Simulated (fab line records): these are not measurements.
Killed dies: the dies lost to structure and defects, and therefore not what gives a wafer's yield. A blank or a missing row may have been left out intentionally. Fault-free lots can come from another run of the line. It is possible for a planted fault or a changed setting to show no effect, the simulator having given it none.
Chamber matching	flow nand harc	rie diel-04 running NHARC_A_STAIRCASE_DESCUM_443: 4 sister chambers
The step chemistry O2, time 3 s. 4 wafers are shown with their chamber, then 7 later ones without.

WAFERS WITH THEIR CHAMBER
wafer	chamber	showerhead plenum p Torr (Torr)
L086.4	3	1.93
L092.3	2	1.92
L093.1	0	2.01
L093.4	1	1.99

WAFERS WITHOUT THEIR CHAMBER
wafer	showerhead plenum p Torr (Torr)
L093.5	2.01
L095.2	1.91
L095.4	1.99
L095.6	1.99
L097.1	2.01
L097.2	1.99
L097.6	2.01

EACH ONE'S CHAMBER
wafer	from the rows above	in truth
L093.5	0	0
L095.2	2	2
L095.4	1	1
L095.6	1	1
L097.1	0	0
L097.2	1	1
L097.6	0	0
7 of 7 placed correctly. Number that these rows cannot place: 0. Wrongly placed: 0.
How it was worked out, from the rows above alone: a wafer's distance from a chamber is the root of the sum, over the readings, of the square of ((its reading less the chamber's mean) divided by the reading's scatter). If the next closest chamber is less than 2 further off than the closest, the wafer can't be placed; otherwise it belongs to the closest. For every chamber, the mean is computed from those of its wafers that are shown. The scatter (one wafer shown for each chamber): square how far every hidden wafer sits from the nearest shown wafer, average those squares and take the square root.
